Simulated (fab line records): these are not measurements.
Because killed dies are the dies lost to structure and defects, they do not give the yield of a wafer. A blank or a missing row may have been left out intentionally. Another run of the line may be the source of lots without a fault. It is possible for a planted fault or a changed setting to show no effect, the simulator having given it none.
Which tool was responsible?	flow n5 finfet	10 lots, 30 wafers sampled, at 5 steps of a route of 1938

WHAT THE GAUGES READ, wafer by wafer
N5_BEOL_M4_RC_MEAS_101.
lot	measured	on	DIBL_N (mV/V)
L176	day 7 22:14	prober-01	33.2 34.0 32.9
L179	day 8 15:06	prober-02	33.5 35.2 37.1
L181	day 8 23:52	prober-02	36.4 37.0 36.4
L183	day 9 07:34	prober-01	38.1 35.9 37.8
L184	day 9 18:08	prober-01	35.6 36.1 34.8
L187	day 10 17:29	prober-02	35.6 35.1 37.0
L189	day 11 04:47	prober-02	36.8 35.7 36.5
L192	day 11 15:35	prober-02	36.1 35.4 37.2
L178	day 13 19:43	prober-02	35.2 34.6 35.8
L198	day 15 05:43	prober-01	35.2 34.7 36.7

WHICH TOOL RAN EACH LOT (tool, then ch and the chambers of the sampled wafers, then the start)
lot	N5_BEOL_M3_SPUTTER_90	N5_BEOL_M3_SPUTTER_92	N5_BEOL_M3_CMP_52	N5_BEOL_M3_CO_CAP_55
L176	pvd sputter-02, day 7 10:20	pvd sputter-02, day 7 10:33	cmp-03 ch 1,3, day 7 11:29	cvd co-02 ch 0,1, day 7 11:51
L179	pvd sputter-02, day 8 00:41	pvd sputter-02, day 8 00:54	cmp-01 ch 0,1,2, day 8 01:50	cvd co-02 ch 0,1, day 8 02:13
L181	pvd sputter-03, day 8 10:34	pvd sputter-03, day 8 10:47	cmp-02 ch 2,3, day 8 11:43	cvd co-01 ch 0,1,2, day 8 12:11
L183	pvd sputter-03, day 8 18:28	pvd sputter-03, day 8 18:41	cmp-02 ch 0,1,3, day 8 19:41	cvd co-01 ch 0,1,2, day 8 19:59
L184	pvd sputter-01, day 9 07:56	pvd sputter-01, day 9 08:10	cmp-02 ch 1,2,3, day 9 09:10	cvd co-01 ch 1,2, day 9 09:28
L187	pvd sputter-02, day 10 00:20	pvd sputter-02, day 10 00:34	cmp-02 ch 0,2, day 10 01:46	cvd co-02 ch 0,2, day 10 02:08
L189	pvd sputter-03, day 10 13:22	pvd sputter-03, day 10 13:35	cmp-02 ch 1,2, day 10 14:31	cvd co-02 ch 0,1, day 10 15:07
L192	pvd sputter-03, day 11 03:08	pvd sputter-03, day 11 03:22	cmp-03 ch 0,1, day 11 04:18	cvd co-02 ch 1,2, day 11 04:40
L178	pvd sputter-03, day 12 21:36	pvd sputter-03, day 12 21:49	cmp-03 ch 1,2,3, day 13 04:27	cvd co-02 ch 0,2, day 13 04:49
L198	pvd sputter-01, day 14 00:34	pvd sputter-01, day 14 00:47	cmp-03 ch 0,1,3, day 14 01:43	cvd co-02 ch 0,1,2, day 14 02:09
- N5_BEOL_M3_SPUTTER_90: material Cu, target thk 4.5 nm, time 8.29 s.
- N5_BEOL_M3_SPUTTER_92: material Cu, target thk 4.5 nm, time 8.29 s.
- N5_BEOL_M3_CMP_52: polishes, stops on SiOC, t overpolish 6.8 s, target thk 40 nm.
- N5_BEOL_M3_CO_CAP_55: material Co, precursor CCTBA/H2, target thk 2 nm, time 102.1 s.

THE ANSWER, worked out from the rows above alone
Rule: the lots themselves supply what counts as usual. Put in order of their means at a reading, lots are off if they are a third of the lots or fewer, leave a main group of 4 or more, and stand apart from it by a gap of 3 or more times the standard deviation of the main group's means; of several such gaps the widest counts. Not used: any main group whose means are identical at the precision the tables above print for the reading. Also off: a lot with no number at a reading for which 4 or more lots have one. The other lots that the step has rows for count as sound.
No lot is off on any of the readings shown, so nothing can be concluded from this.

WHAT HAD BEEN PUT IN BY THE SIMULATOR
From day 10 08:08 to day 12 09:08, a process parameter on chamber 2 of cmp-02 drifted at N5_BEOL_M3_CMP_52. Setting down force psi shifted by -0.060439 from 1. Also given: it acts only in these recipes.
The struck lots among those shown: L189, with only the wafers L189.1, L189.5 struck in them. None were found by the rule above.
